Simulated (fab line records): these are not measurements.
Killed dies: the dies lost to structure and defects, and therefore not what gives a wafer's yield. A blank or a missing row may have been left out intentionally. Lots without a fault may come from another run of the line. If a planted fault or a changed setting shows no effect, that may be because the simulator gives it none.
A struck lot beside a sound one	flow nand-harc	24 steps out of a route of 1159
Sound: the wafers L749.1, L749.2, L749.5. The struck wafers were L754.4, L754.5, L754.6. At the end, the cause is stated.
At each step with rows: each side's tool, then ch and its chambers, then its first start. Under that, the readings that differ: sound wafers	struck wafers	difference of the means	sigmas: that difference in standard deviations of wafers without a fault.
alike: readings with means less than 2 such deviations apart, plus words and numbers identical on both sides. not compared: withheld readings, readings lacking a value on some wafer, bounds such as >300 that could conceal the same value, and numbers that have no deviation in the record and whose values overlap.
A row with sigmas, a row that says differs or no value, or rows on one side alone: a step with any of these is where the two part. Numbers that have no deviation but don't overlap get no sigmas and don't part them. Lack of a reading on every wafer of one side parts them only where that side has two or more wafers.

NHARC_P_M1_INSPECT_27:
  sound on defect-inspect-01, day 7 18:15; struck on defect-inspect-01, day 9 10:05
  alike: raw-defect-count
NHARC_P_M1_PRE_CLEAN_32: time 12 s.
  sound on pecvd-04 ch 0,1,2, day 7 18:20; struck on pecvd-02 ch 0,1,2, day 9 10:17
  alike: heater-power-w
NHARC_P_M1_DEP_33: deposits SiCN, target thk 30 nm.
  sound on pecvd-04 ch 0,1,2, day 7 18:26; struck on pecvd-02 ch 0,1,2, day 9 10:28
  alike: heater-power-w
then, 8 steps without rows for these wafers: NHARC_P_M2_DEP_00 (deposits SiOC, target thk 182.5 nm); NHARC_P_M2_DEHYDRATE_01 (time 120 s); NHARC_P_M2_HMDS_02 (time 30 s); NHARC_P_M2_COAT_34 (time 65 s); NHARC_P_M2_COAT_03 (resist thk 90 nm); NHARC_P_M2_SOFTBAKE_04 (time 55 s); NHARC_P_M2_EBR_05; NHARC_P_M2_EXPOSE_06 (exposes mask P M2, target cd 170 nm).
NHARC_P_M2_PEB_07: peb time 65 s.
  sound on litho-track-01 ch 0, day 7 19:33; struck on litho-track-06 ch 0, day 9 11:29
reading	sound	struck	difference	sigmas
heater-power-total-W (W)	156.0 156.2 156.3	166.4 166.3 166.5	+10.2	+25
plate-temp-C (C)	99.90 99.79 99.97	104.63 104.61 104.53	+4.70	+43
then, 1 step without rows for these wafers: NHARC_P_M2_DEVELOP_08 (develop time 35 s).
NHARC_P_M2_CD_MEAS_09: target cd 170 nm.
  sound on cd-sem-03 ch 0, day 7 19:38; struck on cd-sem-02 ch 0
reading	sound	struck	difference	sigmas
cd-nm (nm)	170.5 170.4 169.6	184.6 185.0 184.6	+14.6	+30
  not compared: hold
NHARC_P_M2_OVL_MEAS_10: pitch 340 nm.
  sound on overlay-02, day 7 19:43; struck on overlay-02, day 9 15:10
reading	sound	struck	difference	sigmas
hold	- - -	await-dispo/3.3h/release await-dispo/3.3h/release await-dispo/3.3h/release	no value on the sound wafers	
  alike: overlay-x-nm, overlay-y-nm
NHARC_P_M2_INSPECT_11:
  sound on defect-inspect-01, day 7 19:46; struck on defect-inspect-02, day 9 15:12
  alike: raw-defect-count
NHARC_P_M2_DESCUM_14: chemistry O2, time 3 s.
  sound on rie-diel-06 ch 0,2, day 7 19:50; struck on rie-diel-06 ch 0,1,2, day 9 15:16
reading	sound	struck	difference	sigmas
model.P_M2.cd-nm (nm)	170.5 170.1 169.6	185 185.6 185.5	+15	
  alike: drypump-motor-current-A, oes-product-au, rf-vpp-V, showerhead-plenum-p-Torr, throttle-valve-pct
  not compared: rf-hours-counter-h
NHARC_P_M2_ETCH_35: etches the open film in N2/H2, target depth 40 nm, overetch 12 nm, time 43.94 s.
  sound on rie-diel-06 ch 0,3, day 7 19:55; struck on rie-diel-06 ch 0,1, day 9 15:21
  alike: drypump-motor-current-A, oes-product-au, rf-vpp-V, showerhead-plenum-p-Torr, throttle-valve-pct
  not compared: rf-hours-counter-h
NHARC_P_M2_ETCH_15: etches the open film in C4F8/Ar, target depth 182.5 nm, time 91.2 s.
  sound on rie-diel-06 ch 1,3; struck on rie-diel-06 ch 0,3
  alike: oes-product-au, rf-vpp-V
  not compared: rf-hours-counter-h
NHARC_P_M2_CD_MEAS_16:
  sound on cd-sem-01, day 7 20:07; struck on cd-sem-01, day 9 15:46
reading	sound	struck	difference	sigmas
cd-nm (nm)	170.4 169.6 169.8	185.1 185.0 185.3	+15.2	+30
  not compared: hold
NHARC_P_M2_STRIP_18: strips in N2/H2.
  sound on rie-diel-03 ch 0,1, day 7 20:11; struck on rie-diel-04 ch 0,1,3, day 9 19:18
reading	sound	struck	difference	sigmas
hold	- - -	await-dispo/3.4h/release await-dispo/3.4h/release await-dispo/3.4h/release	no value on the sound wafers	
  alike: drypump-motor-current-A, oes-product-au, rf-vpp-V, showerhead-plenum-p-Torr, throttle-valve-pct
  not compared: rf-hours-counter-h
NHARC_P_M2_ETCH_28: etches the open film in CF4/N2, target depth 30 nm, time 72.99 s.
  sound on rie-diel-03 ch 0,2; struck on rie-diel-04 ch 0,1,3
reading	sound	struck	difference	sigmas
model.P_M2.cd-nm (nm)	170.6 170.1 170.3	184.7 185.9 186	+15.2	
  alike: drypump-motor-current-A, oes-product-au, rf-vpp-V, showerhead-plenum-p-Torr, throttle-valve-pct
  not compared: rf-hours-counter-h
then, 1 step without rows for these wafers: NHARC_P_M2_STRIP_19 (strips in post etch residue remover, time 600 s).
-- break in the record here, with 14 days between the starts of the struck wafers on either side (left off in module P_M2, picked up again in module END, where the first step shown is number 1159 on the route) --
NHARC_END_SORT_01:
  the record has rows for the struck wafers here (prober-01 ch 0, day 23 22:36) and none for the sound ones

WHERE THEY PART
At NHARC_P_M2_PEB_07 first; at NHARC_END_SORT_01 last (within this record only).

WHY: what had been put in by the simulator
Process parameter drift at NHARC_P_M2_PEB_07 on litho-track-06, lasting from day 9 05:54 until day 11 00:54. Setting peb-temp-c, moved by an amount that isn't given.
